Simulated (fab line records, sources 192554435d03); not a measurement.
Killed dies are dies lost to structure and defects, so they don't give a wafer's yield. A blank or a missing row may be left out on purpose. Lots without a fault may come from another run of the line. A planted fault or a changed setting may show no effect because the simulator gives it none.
Which tool did it? | flow n5_finfet | 9 lots, 27 wafers sampled, at 5 steps of a route of 1938

WHAT THE GAUGES READ, wafer by wafer
N5_BEOL_M4_RC_MEAS_101. Usual: DIBL_N 36.5 mV/V, standard deviation 1.7; DIBL_P 36.3 mV/V, standard deviation 2.1; IOFF_N 0.16 nA/um, standard deviation 0.036; IOFF_P 0.21 nA/um, standard deviation 0.037; ION_N 676 uA/um, standard deviation 12; ION_P 462 uA/um, standard deviation 7.6; SS_N 71.5 mV/dec, standard deviation 0.68; SS_P 73.3 mV/dec, standard deviation 0.63; VT_N 249 mV, standard deviation 3.5; VT_P -250 mV, standard deviation 3.5.
lot  | measured     | on        | DIBL_N (mV/V)  | DIBL_P (mV/V)  | IOFF_N (nA/um) | IOFF_P (nA/um) | ION_N (uA/um) | ION_P (uA/um) | SS_N (mV/dec)  | SS_P (mV/dec)  | VT_N (mV)   | VT_P (mV)      | flag
L599 | day 8 08:06  | prober-01 | 36.5 37.3 37.0 | 36.5 37.2 36.9 | 0.18 0.20 0.19 | 0.22 0.23 0.22 | 682 687 685   | 472 463 466   | 71.6 72.3 72.0 | 73.3 73.7 73.5 | 248 247 244 | -248 -250 -248 |
L607 | day 10 12:07 | prober-01 | 32.2 34.2 36.4 | 31.4 33.7 36.5 | 0.11 0.13 0.17 | 0.16 0.19 0.23 | 670 657 683   | 459 451 465   | 69.9 69.8 71.2 | 72.1 73.2 74.2 | 254 250 249 | -251 -253 -249 |
L608 | day 10 05:56 | prober-02 | 34.7 36.8 37.5 | 33.5 34.8 36.9 | 0.12 0.16 0.18 | 0.15 0.16 0.20 | 657 676 683   | 450 452 455   | 71.4 71.7 71.2 | 73.0 72.9 73.3 | 250 249 248 | -257 -256 -254 |
L620 | day 13 05:24 | prober-01 | 35.0 35.4 38.7 | 34.1 34.3 38.4 | 0.12 0.12 0.18 | 0.17 0.17 0.23 | 665 669 678   | 457 455 464   | 71.3 71.1 72.1 | 72.2 72.6 74.3 | 252 252 247 | -251 -255 -248 |
L621 | day 13 22:52 | prober-02 | 38.3 36.6 35.1 | 38.7 36.7 35.0 | 0.19 0.14 0.14 | 0.25 0.23 0.20 | 673 654 668   | 469 459 462   | 72.7 71.7 71.7 | 73.5 73.3 73.1 | 246 253 250 | -248 -248 -249 |
L622 | day 13 22:10 | prober-01 | 39.0 36.7 35.6 | 37.7 36.5 34.4 | 0.19 0.16 0.13 | 0.24 0.24 0.19 | 679 689 679   | 463 480 464   | 73.4 70.5 71.2 | 74.3 73.0 72.9 | 246 248 250 | -247 -246 -252 |

WHICH TOOL RAN EACH LOT (tool, then ch and the chambers of the sampled wafers, then the start)
lot  | N5_DUMMY_GATE_TRIM_49           | N5_DUMMY_GATE_ETCH_31             | N5_DUMMY_GATE_HM_OPEN_21          | N5_DUMMY_GATE_ETCH_42
L599 | rie_si-01 ch 0,2,3, day 2 22:19 | rie_diel-05 ch 0,1,2, day 2 22:30 | rie_diel-05 ch 0,1,2, day 2 22:35 | rie_diel-04 ch 0,1,2, day 2 23:00
L607 | rie_si-02 ch 0,2, day 4 21:40   | rie_diel-01 ch 0,1, day 4 21:51   | rie_diel-01 ch 0,1, day 4 21:56   | rie_diel-01 ch 1,2, day 4 22:21
L608 | rie_si-01 ch 0,1,2, day 5 03:31 | rie_diel-05 ch 0,1,2, day 5 03:43 | rie_diel-05 ch 0,1,2, day 5 03:48 | rie_diel-04 ch 0,3, day 5 04:13
L617 | rie_si-02 ch 0,2, day 7 09:01   | rie_diel-01 ch 1,3, day 7 09:13   | rie_diel-01 ch 1,3, day 7 09:18   | rie_diel-01 ch 1,3, day 7 09:43
L618 | rie_si-02 ch 0,2, day 7 17:22   | rie_diel-04 ch 1,2,3, day 7 17:34 | rie_diel-04 ch 1,2,3, day 7 17:39 | rie_diel-04 ch 0,2, day 7 18:06
L619 | rie_si-03 ch 0,1,2, day 7 21:07 | rie_diel-05 ch 0,1,3, day 7 21:19 | rie_diel-05 ch 0,1,3, day 7 21:23 | rie_diel-04 ch 0,1,3, day 7 21:49
L620 | rie_si-02 ch 0,1,2, day 8 03:29 | rie_diel-04 ch 2,3, day 8 03:48   | rie_diel-04 ch 2,3, day 8 03:53   | rie_diel-01 ch 1,2, day 8 04:17
L621 | rie_si-01 ch 0,1,2, day 8 09:13 | rie_diel-01 ch 1,2,3, day 8 09:25 | rie_diel-01 ch 1,2,3, day 8 09:29 | rie_diel-01 ch 1,2,3, day 8 10:02
L622 | rie_si-03 ch 0,2,3, day 8 16:15 | rie_diel-04 ch 0,1,2, day 8 16:26 | rie_diel-04 ch 0,1,2, day 8 16:32 | rie_diel-04 ch 0,1,2, day 8 16:58
- N5_DUMMY_GATE_TRIM_49: chemistry O2, time 29 s, target cd 14 nm.
- N5_DUMMY_GATE_ETCH_31: etches SiO2 in C4F6/O2, target depth 82.5 nm, time 27.5 s.
- N5_DUMMY_GATE_HM_OPEN_21: chemistry CH3F/O2, target SiNx, target depth 120 nm, time 171.4 s.
- N5_DUMMY_GATE_ETCH_42: etches SiO2 in CHF3/O2, target depth 3.5 nm, time 31 s.

WHAT THE TOOLS THEMSELVES READ (means of the sampled wafers that have a number; where no wafer has one, the mark that the record gives instead)
N5_DUMMY_GATE_TRIM_49. Usual: chamber_pressure_mTorr 60.00 mTorr, standard deviation 0.05; drypump_motor_current_A 5.8 A, standard deviation 0.51; oes_product_au 1.005 a.u., standard deviation 0.014; throttle_valve_pct 8.12 %, standard deviation 0.15.
lot  | tool      | chamber_pressure_mTorr (mTorr) | drypump_motor_current_A (A) | oes_product_au (a.u.) | throttle_valve_pct (%) | flag
L599 | rie_si-01 | 60.01                          | 6.0                         | 1.015                 | 8.22                   |
L607 | rie_si-02 | 59.94                          | 5.5                         | 1.004                 | 7.92                   |
L608 | rie_si-01 | 59.96                          | 5.9                         | 1.003                 | 8.17                   |
L617 | rie_si-02 | 59.99                          | 5.6                         | 0.999                 | 8.03                   |
L618 | rie_si-02 | 59.99                          | 5.5                         | 1.004                 | 7.92                   |
L619 | rie_si-03 | 59.98                          | 5.4                         | 0.995                 | 8.17                   |
L620 | rie_si-02 | 60.01                          | 5.5                         | 1.004                 | 8.04                   |
L621 | rie_si-01 | 59.97                          | 5.9                         | 1.003                 | 8.17                   |
L622 | rie_si-03 | 60.05                          | 5.6                         | 1.007                 | 8.08                   |

N5_DUMMY_GATE_ETCH_31. Usual: chamber_pressure_mTorr 29.999 mTorr, standard deviation 0.025; drypump_motor_current_A 5.8 A, standard deviation 0.41; oes_product_au 0.80 a.u., standard deviation 0.074; rf_vpp_V 662 V, standard deviation 13; showerhead_plenum_p_Torr 2.86 Torr, standard deviation 0.09; throttle_valve_pct 21.15 %, standard deviation 0.15.
lot  | tool        | chamber_pressure_mTorr (mTorr) | drypump_motor_current_A (A) | oes_product_au (a.u.) | rf_vpp_V (V) | showerhead_plenum_p_Torr (Torr) | throttle_valve_pct (%) | flag
L599 | rie_diel-05 | 29.989                         | 5.8                         | 0.79                  | 676          | 2.86                            | 21.28                  |
L607 | rie_diel-01 | 29.998                         | 6.2                         | 0.78                  | 660          | 2.88                            | 20.99                  |
L608 | rie_diel-05 | 29.989                         | 5.8                         | 0.77                  | 676          | 2.86                            | 21.31                  |
L617 | rie_diel-01 | 30.000                         | 6.1                         | 0.80                  | 657          | 2.84                            | 21.05                  |
L618 | rie_diel-04 | 29.983                         | 5.7                         | 0.83                  | 670          | 2.91                            | 21.07                  |
L619 | rie_diel-05 | 30.005                         | 6.1                         | 0.82                  | 660          | 2.87                            | 21.15                  |
L620 | rie_diel-04 | 29.999                         | 5.7                         | 0.76                  | 667          | 2.80                            | 21.12                  |
L621 | rie_diel-01 | 29.980                         | 5.8                         | 0.81                  | 654          | 2.81                            | 21.13                  |
L622 | rie_diel-04 | 29.995                         | 5.5                         | 0.85                  | 664          | 2.96                            | 21.05                  |

N5_DUMMY_GATE_HM_OPEN_21. Usual: CH3F_flow_sccm 30.00 sccm, standard deviation 0.086; O2_flow_sccm 23.00 sccm, standard deviation 0.071; chamber_pressure_mTorr 30.000 mTorr, standard deviation 0.027; drypump_motor_current_A 5.8 A, standard deviation 0.41; oes_product_au 0.80 a.u., standard deviation 0.075; rf_vpp_V 298 V, standard deviation 5.7; showerhead_plenum_p_Torr 2.03 Torr, standard deviation 0.067; throttle_valve_pct 16.45 %, standard deviation 0.16.
lot  | tool        | CH3F_flow_sccm (sccm) | O2_flow_sccm (sccm) | chamber_pressure_mTorr (mTorr) | drypump_motor_current_A (A) | oes_product_au (a.u.) | rf_vpp_V (V) | showerhead_plenum_p_Torr (Torr) | throttle_valve_pct (%) | flag
L599 | rie_diel-05 | 29.99                 | 22.97               | 30.029                         | 5.8                         | 0.79                  | 305          | 2.03                            | 16.57                  |
L607 | rie_diel-01 | 29.99                 | 23.01               | 30.018                         | 6.2                         | 0.78                  | 297          | 2.05                            | 16.33                  |
L608 | rie_diel-05 | 30.00                 | 22.96               | 29.980                         | 5.8                         | 0.77                  | 303          | 2.03                            | 16.60                  |
L617 | rie_diel-01 | -                     | -                   | -                              | -                           | -                     | -            | -                               | -                      | OFF
L618 | rie_diel-04 | -                     | -                   | -                              | -                           | -                     | -            | -                               | -                      | OFF
L619 | rie_diel-05 | -                     | -                   | -                              | -                           | -                     | -            | -                               | -                      | OFF
L620 | rie_diel-04 | 30.01                 | 23.01               | 30.025                         | 5.7                         | 0.76                  | 299          | 1.98                            | 16.45                  |
L621 | rie_diel-01 | 29.96                 | 22.97               | 29.989                         | 5.8                         | 0.81                  | 294          | 1.99                            | 16.39                  |
L622 | rie_diel-04 | 29.99                 | 23.04               | 30.006                         | 5.5                         | 0.85                  | 299          | 2.10                            | 16.32                  |

N5_DUMMY_GATE_ETCH_42. Usual: chamber_pressure_mTorr 30.000 mTorr, standard deviation 0.029; drypump_motor_current_A 5.7 A, standard deviation 0.4; oes_product_au 0.80 a.u., standard deviation 0.082; rf_vpp_V 42.1 V, standard deviation 0.94; showerhead_plenum_p_Torr 2.41 Torr, standard deviation 0.094; throttle_valve_pct 18.75 %, standard deviation 0.13.
lot  | tool        | chamber_pressure_mTorr (mTorr) | drypump_motor_current_A (A) | oes_product_au (a.u.) | rf_vpp_V (V) | showerhead_plenum_p_Torr (Torr) | throttle_valve_pct (%) | flag
L599 | rie_diel-04 | 29.996                         | 5.5                         | 0.81                  | 42.8         | 2.43                            | 18.73                  |
L607 | rie_diel-01 | 29.994                         | 6.0                         | 0.89                  | 41.6         | 2.37                            | 18.59                  |
L608 | rie_diel-04 | 30.002                         | 5.5                         | 0.73                  | 42.2         | 2.33                            | 18.82                  |
L617 | rie_diel-01 | 29.972                         | 6.2                         | 0.83                  | 42.0         | 2.38                            | 18.58                  |
L618 | rie_diel-04 | 30.027                         | 5.3                         | 0.82                  | 42.1         | 2.47                            | 18.65                  |
L619 | rie_diel-04 | 30.002                         | 5.6                         | 0.77                  | 42.6         | 2.41                            | 18.81                  |
L620 | rie_diel-01 | 29.991                         | 5.9                         | 0.84                  | 41.4         | 2.36                            | 18.64                  |
L621 | rie_diel-01 | 30.002                         | 5.8                         | 0.81                  | 41.2         | 2.38                            | 18.72                  |
L622 | rie_diel-04 | 29.996                         | 5.5                         | 0.84                  | 42.9         | 2.51                            | 18.67                  |

THE ANSWER, worked out from the rows above alone
Rule: a lot is off if the mean of its wafers that have a number lies more than 3 standard deviations from the usual mean. A lot without any number at a reading at which 4 lots or more have one is off too. The other lots that the step has rows for count as sound. The gauges are gone through in route order, then the tools' own readings, and for those a lot's mean is taken as printed above. The first step at which some lot is off is used, and at that step the reading that is off furthest; a lot without a number counts as furthest.
Off: L617, L618, L619, at N5_DUMMY_GATE_HM_OPEN_21 (CH3F_flow_sccm). Without a number there: L617, L618, L619.
A tool fits if, at that step or a process step before it, it ran every lot that is off, and no sound lot after the first of them. None of those tried fits.

WHAT THE SIMULATOR HAD PUT IN
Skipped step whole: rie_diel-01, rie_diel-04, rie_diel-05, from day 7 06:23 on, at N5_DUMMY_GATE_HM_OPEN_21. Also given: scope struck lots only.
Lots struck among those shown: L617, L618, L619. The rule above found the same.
